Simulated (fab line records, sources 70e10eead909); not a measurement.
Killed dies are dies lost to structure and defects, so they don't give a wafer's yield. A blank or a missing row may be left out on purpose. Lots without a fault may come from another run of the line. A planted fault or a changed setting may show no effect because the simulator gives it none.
One fault seen from 2 desks | flow nand_harc | each desk has only its own numbers; what lay behind them comes last

THE TOOL OWNER'S DESK: rie_diel-10
The tool's own readings at NHARC_A_CONTACT_ETCH_88 (etches the open film in CF4, target depth 39 nm, time 65 s): means of the sampled wafers that have a number, for each lot that ran on this tool. A lot is out of limits, marked OUT, if its mean lies more than 4 standard deviations from the usual mean; the brackets give that distance.
Columns: A = drypump_motor_current_A at NHARC_A_CONTACT_ETCH_88, usual 6.07 A; B = oes_product_au at NHARC_A_CONTACT_ETCH_88, usual 0.999 a.u.; C = rf_vpp_V at NHARC_A_CONTACT_ETCH_88, usual 151.3 V; D = run_length_s at NHARC_A_CONTACT_ETCH_88, usual 86.3 s; E = showerhead_plenum_p_Torr at NHARC_A_CONTACT_ETCH_88, usual 1.76 Torr; F = throttle_valve_pct at NHARC_A_CONTACT_ETCH_88, usual 13.284 %
lot  | first seen here | A    | B     | C     | D              | E    | F
L170 | day 23 04:17    | 6.08 | 1.003 | 151.1 | 86.9           | 1.76 | 13.293
L172 | day 25 02:53    | 5.88 | 1.005 | 151.1 | 86.0           | 1.75 | 13.288
L174 | day 25 13:12    | 6.05 | 1.006 | 151.6 | 86.6           | 1.75 | 13.285
L178 | day 26 23:47    | 6.03 | 1.005 | 151.6 | 86.2           | 1.76 | 13.285
L183 | day 28 17:19    | 5.88 | 0.989 | 151.3 | 79.8 (-12) OUT | 1.75 | 13.281
L182 | day 29 03:22    | 5.91 | 0.990 | 150.6 | 80.2 (-11) OUT | 1.73 | 13.292
L185 | day 29 09:14    | 6.01 | 1.003 | 151.2 | 80.0 (-11) OUT | 1.76 | 13.282
This desk's finding: out of limits on L182, L183, L185; first on L183, day 28 17:19 (run_length_s at NHARC_A_CONTACT_ETCH_88). In limits: L170, L172, L174, L178.

THE DEFECT DESK
What the inspections along the route counted, lot by lot: means of the sampled wafers that have a number. A lot is out of limits, marked OUT, if its mean lies more than 4 standard deviations from the usual mean; the brackets give that distance.
Columns: A = raw_defect_count at NHARC_A_CONTACT_INSPECT_10, usual 90
lot  | first seen here | A
L167 | day 22 10:46    | 98
L170 | day 23 04:08    | 69
L169 | day 23 10:10    | 70
L172 | day 25 02:43    | 158
L175 | day 25 11:30    | 121
L174 | day 25 13:04    | 67
L178 | day 26 23:38    | 146
L179 | day 27 05:16    | 124
L180 | day 28 00:37    | 131
L183 | day 28 17:10    | 121
L182 | day 29 03:13    | 116
L185 | day 29 09:04    | 77
L190 | day 31 10:31    | 100
This desk's finding: nothing out of limits on any of the 13 lots.

PUT TOGETHER
The tool owner's desk could have raised an alarm at day 28 17:19, on L182, L183, L185.
The defect desk saw nothing out of limits.
The defect desk has L182, L183, L185 on record, within its limits.
Of the lots named, all ran NHARC_A_CONTACT_ETCH_88 on rie_diel-10.

WHAT THE SIMULATOR HAD PUT IN
Process parameter drift: rie_diel-10, from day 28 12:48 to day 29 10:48, at NHARC_A_CONTACT_ETCH_88. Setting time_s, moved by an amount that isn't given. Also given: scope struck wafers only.
Lots struck among those shown: L182, L183, L185.
Hours from the fault's start to each desk's first reading out of limits: the tool owner's desk, 5.
